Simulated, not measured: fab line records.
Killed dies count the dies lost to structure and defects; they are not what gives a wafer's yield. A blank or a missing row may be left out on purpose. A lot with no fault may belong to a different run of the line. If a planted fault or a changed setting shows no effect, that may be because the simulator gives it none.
Which of the tools did it? / flow nand harc / 12 lots, 36 wafers sampled, at 6 steps of a route of 1302

== WHAT THE GAUGES READ, wafer by wafer ==
NHARC_A_ONON_D2_THK_MEAS_18: measures by ellipsometry.
lot=L680; measured=day 12 23:10; on=film metro-02; thk nm (nm)=994 995 997
lot=L679; measured=day 13 03:59; on=film metro-02; thk nm (nm)=994 995 995
lot=L681; measured=day 13 14:10; on=film metro-02; thk nm (nm)=988 987 987
lot=L683; measured=day 14 12:31; on=film metro-01; thk nm (nm)=1001 1002 1001
lot=L688; measured=day 16 21:31; on=film metro-01; thk nm (nm)=996 996 995
lot=L690; measured=day 17 20:19; on=film metro-01; thk nm (nm)=984 984 986
lot=L694; measured=day 19 10:53; on=film metro-02; thk nm (nm)=998 998 998
lot=L697; measured=day 20 00:15; on=film metro-01; thk nm (nm)=1003 1002 1002
lot=L696; measured=day 20 00:26; on=film metro-01; thk nm (nm)=1002 1002 1003
lot=L700; measured=day 21 13:53; on=film metro-01; thk nm (nm)=998 999 999
lot=L699; measured=day 21 13:53; on=film metro-02; thk nm (nm)=1002 1002 1002
lot=L701; measured=day 22 03:22; on=film metro-02; thk nm (nm)=986 989 987

NHARC_A_ONON_D2_THK_MEAS_21: measures by ellipsometry.
lot=L680; measured=day 12 23:43; on=film metro-02; thk nm (nm)=1018 1018 1018
lot=L679; measured=day 13 04:33; on=film metro-02; thk nm (nm)=983 985 984
lot=L681; measured=day 13 14:44; on=film metro-01; thk nm (nm)=994 995 996
lot=L683; measured=day 14 13:05; on=film metro-01; thk nm (nm)=1003 1000 1002
lot=L688; measured=day 16 22:05; on=film metro-01; thk nm (nm)=1001 1002 1001
lot=L690; measured=day 17 20:53; on=film metro-01; thk nm (nm)=1009 1012 1009
lot=L694; measured=day 19 11:27; on=film metro-01; thk nm (nm)=1000 999 1002
lot=L697; measured=day 20 00:49; on=film metro-01; thk nm (nm)=1001 1001 1000
lot=L696; measured=day 20 01:00; on=film metro-02; thk nm (nm)=1008 1009 1009
lot=L700; measured=day 21 14:27; on=film metro-01; thk nm (nm)=1009 1012 1010
lot=L699; measured=day 21 14:28; on=film metro-01; thk nm (nm)=1021 1021 1021
lot=L701; measured=day 22 03:56; on=film metro-01; thk nm (nm)=1008 1009 1008

NHARC_A_ONON_D2_THK_MEAS_30: measures by ellipsometry.
lot=L680; measured=day 13 01:26; on=film metro-01; thk nm (nm)=990 988 990
lot=L679; measured=day 13 06:16; on=film metro-01; thk nm (nm)=1003 1002 1004
lot=L681; measured=day 13 16:27; on=film metro-01; thk nm (nm)=1013 1012 1013
lot=L683; measured=day 14 14:47; on=film metro-02; thk nm (nm)=995 995 993
lot=L688; measured=day 16 23:47; on=film metro-01; thk nm (nm)=1464 1008 1465 1463 1007 1465
lot=L690; measured=day 17 22:36; on=film metro-02; thk nm (nm)=1443 984 1440 1442 983 1441
lot=L694; measured=day 19 13:09; on=film metro-01; thk nm (nm)=1001 1001 1002
lot=L697; measured=day 20 02:37; on=film metro-02; thk nm (nm)=999 997 999
lot=L696; measured=day 20 02:58; on=film metro-02; thk nm (nm)=989 986 987
lot=L700; measured=day 21 16:10; on=film metro-02; thk nm (nm)=981 981 981
lot=L699; measured=day 21 16:10; on=film metro-02; thk nm (nm)=1010 1011 1010
lot=L701; measured=day 22 05:40; on=film metro-02; thk nm (nm)=1007 1004 1006

NHARC_END_SORT_01.
lot=L680; measured=day 26 02:17; on=prober-01; killed at array=44 55 47; killed at other=1 2 1; killed at periphery=3 2 8; killed dies=48 59 56; killed open=2 3 2; killed short=5 2 2
lot=L681; measured=day 25 17:35; on=prober-01; killed at array=18 23 14; killed at other=2 2 0; killed at periphery=2 1 5; killed dies=22 26 19; killed open=4 3 3; killed short=3 3 1
lot=L683; measured=day 27 00:02; on=prober-02; killed at array=22 21 36; killed at other=0 0 0; killed at periphery=9 5 1; killed dies=31 26 37; killed open=4 4 1; killed short=3 3 5
lot=L688; measured=day 28 15:20; on=prober-02; killed at array=667 48 663; killed at other=2 1 1; killed at periphery=8 4 13; killed dies=677 53 677; killed open=5 0 5; killed short=1 4 1
lot=L690; measured=day 29 01:24; on=prober-01; killed at array=673 35 675; killed at other=1 1 0; killed at periphery=3 3 2; killed dies=677 39 677; killed open=4 4 4; killed short=3 1 2
lot=L699; measured=day 33 06:11; on=prober-02; killed at array=39 46 47; killed at other=0 4 1; killed at periphery=5 3 2; killed dies=44 53 50; killed open=4 4 3; killed short=1 1 1
lot=L701; measured=day 33 14:00; on=prober-02; killed at array=51 47 51; killed at other=0 0 0; killed at periphery=8 4 10; killed dies=59 51 61; killed open=3 3 5; killed short=6 1 1

== WHICH TOOL RAN EACH LOT (tool, then ch and the chambers of the sampled wafers, then the start) ==
lot=L680; NHARC_A_DECK1_JOINT_ETCHBACK_00=rie si-01 ch 0,1,3, day 11 10:22; NHARC_A_ONON_D2_DEP_28=pecvd onon-03 ch 0, day 13 00:58
lot=L679; NHARC_A_DECK1_JOINT_ETCHBACK_00=rie si-06 ch 0,1,2, day 11 18:34; NHARC_A_ONON_D2_DEP_28=pecvd onon-03 ch 0, day 13 05:49
lot=L681; NHARC_A_DECK1_JOINT_ETCHBACK_00=rie si-04 ch 0,3, day 12 05:08; NHARC_A_ONON_D2_DEP_28=pecvd onon-03 ch 0, day 13 15:56
lot=L683; NHARC_A_DECK1_JOINT_ETCHBACK_00=rie si-01 ch 0,2, day 13 01:24; NHARC_A_ONON_D2_DEP_28=pecvd onon-01 ch 0, day 14 14:20
lot=L688; NHARC_A_DECK1_JOINT_ETCHBACK_00=rie si-06 ch 1,3, day 15 09:03; NHARC_A_ONON_D2_DEP_28=pecvd onon-01 ch 0, day 16 23:17
lot=L690; NHARC_A_DECK1_JOINT_ETCHBACK_00=rie si-04 ch 0,1,3, day 16 07:43; NHARC_A_ONON_D2_DEP_28=pecvd onon-01 ch 0, day 17 22:04
lot=L694; NHARC_A_DECK1_JOINT_ETCHBACK_00=rie si-06 ch 1,2,3, day 18 01:43; NHARC_A_ONON_D2_DEP_28=pecvd onon-04 ch 0, day 19 12:38
lot=L697; NHARC_A_DECK1_JOINT_ETCHBACK_00=rie si-01 ch 0,1,3, day 18 14:28; NHARC_A_ONON_D2_DEP_28=pecvd onon-03 ch 0, day 20 02:07
lot=L696; NHARC_A_DECK1_JOINT_ETCHBACK_00=rie si-04 ch 0,2,3, day 18 18:15; NHARC_A_ONON_D2_DEP_28=pecvd onon-03 ch 0, day 20 02:28
lot=L700; NHARC_A_DECK1_JOINT_ETCHBACK_00=rie si-01 ch 0,1,3, day 20 06:17; NHARC_A_ONON_D2_DEP_28=pecvd onon-03 ch 0, day 21 15:38
lot=L699; NHARC_A_DECK1_JOINT_ETCHBACK_00=rie si-06 ch 0,1,3, day 20 06:18; NHARC_A_ONON_D2_DEP_28=pecvd onon-01 ch 0, day 21 15:39
lot=L701; NHARC_A_DECK1_JOINT_ETCHBACK_00=rie si-06 ch 1,2,3, day 20 15:19; NHARC_A_ONON_D2_DEP_28=pecvd onon-03 ch 0, day 22 05:09
- NHARC_A_DECK1_JOINT_ETCHBACK_00: etches the open film in HBr, target depth 30 nm, time 17.4 s.
- NHARC_A_ONON_D2_DEP_28: target thk 1000 nm.

== AS READ BY THE TOOLS THEMSELVES (means over the sampled wafers that have a number; for cases with no such wafer, the mark the record gives instead) ==
NHARC_A_DECK1_JOINT_ETCHBACK_00.
lot=L680; tool=rie si-01; drypump motor current A (A)=5.6; oes product au (a.u.)=0.991; throttle valve pct (%)=23.272
lot=L679; tool=rie si-06; drypump motor current A (A)=5.4; oes product au (a.u.)=1.003; throttle valve pct (%)=23.268
lot=L681; tool=rie si-04; drypump motor current A (A)=5.9; oes product au (a.u.)=0.999; throttle valve pct (%)=23.272
lot=L683; tool=rie si-01; drypump motor current A (A)=5.4; oes product au (a.u.)=1.004; throttle valve pct (%)=23.264
lot=L688; tool=rie si-06; drypump motor current A (A)=5.4; oes product au (a.u.)=0.986; throttle valve pct (%)=23.268
lot=L690; tool=rie si-04; drypump motor current A (A)=6.1; oes product au (a.u.)=1.002; throttle valve pct (%)=23.268
lot=L694; tool=rie si-06; drypump motor current A (A)=5.3; oes product au (a.u.)=0.993; throttle valve pct (%)=23.261
lot=L697; tool=rie si-01; drypump motor current A (A)=5.6; oes product au (a.u.)=0.990; throttle valve pct (%)=23.274
lot=L696; tool=rie si-04; drypump motor current A (A)=6.0; oes product au (a.u.)=0.994; throttle valve pct (%)=23.266
lot=L700; tool=rie si-01; drypump motor current A (A)=5.7; oes product au (a.u.)=0.986; throttle valve pct (%)=23.272
lot=L699; tool=rie si-06; drypump motor current A (A)=5.5; oes product au (a.u.)=0.994; throttle valve pct (%)=23.267
lot=L701; tool=rie si-06; drypump motor current A (A)=5.3; oes product au (a.u.)=0.996; throttle valve pct (%)=23.267

NHARC_A_ONON_D2_DEP_28.
lot=L680; tool=pecvd onon-03; n2o flow sccm (sccm)=2006
lot=L679; tool=pecvd onon-03; n2o flow sccm (sccm)=2005
lot=L681; tool=pecvd onon-03; n2o flow sccm (sccm)=1998
lot=L683; tool=pecvd onon-01; n2o flow sccm (sccm)=2002
lot=L688; tool=pecvd onon-01; n2o flow sccm (sccm)=2000
lot=L690; tool=pecvd onon-01; n2o flow sccm (sccm)=2005
lot=L694; tool=pecvd onon-04; n2o flow sccm (sccm)=2002
lot=L697; tool=pecvd onon-03; n2o flow sccm (sccm)=2002
lot=L696; tool=pecvd onon-03; n2o flow sccm (sccm)=2007
lot=L700; tool=pecvd onon-03; n2o flow sccm (sccm)=2001
lot=L699; tool=pecvd onon-01; n2o flow sccm (sccm)=1997
lot=L701; tool=pecvd onon-03; n2o flow sccm (sccm)=2004

== THE ANSWER, worked out from the rows above alone ==
Rule: what is usual is taken from the lots themselves. The widest of any qualifying gaps counts: lots, ordered by their means at a reading, are off when they make up no more than a third of the lots, leave a main group of 4 or more, and stand apart from it by 3 or more times the standard deviation of that group's means. Not used: any main group whose means are identical at the precision the tables above print for the reading. Also off: a lot with no number at a reading for which 4 or more lots have one. Where the step has rows for the other lots, those lots are counted as sound. Order of review: gauges by route order, followed by the tools' own readings, for which a lot's mean as printed above is used. At the first step where some lot is off, the reading lying furthest off is the one used; lots without a number count as furthest.
Off at NHARC_A_ONON_D2_THK_MEAS_30 (thk nm): L688, L690. The main group has a mean of 998 nm with a standard deviation of 9.8.
If a tool, at a process step before that reading, ran all the lots that are off and no sound lot after the first of them, it fits. Not tried: the gauges at NHARC_A_ONON_D2_THK_MEAS_30; whatever is off there is also off at NHARC_END_SORT_01, on other tools, and gauge error can't account for it. Not one of the candidates tried fits.

== WHAT THE SIMULATOR PUT IN ==
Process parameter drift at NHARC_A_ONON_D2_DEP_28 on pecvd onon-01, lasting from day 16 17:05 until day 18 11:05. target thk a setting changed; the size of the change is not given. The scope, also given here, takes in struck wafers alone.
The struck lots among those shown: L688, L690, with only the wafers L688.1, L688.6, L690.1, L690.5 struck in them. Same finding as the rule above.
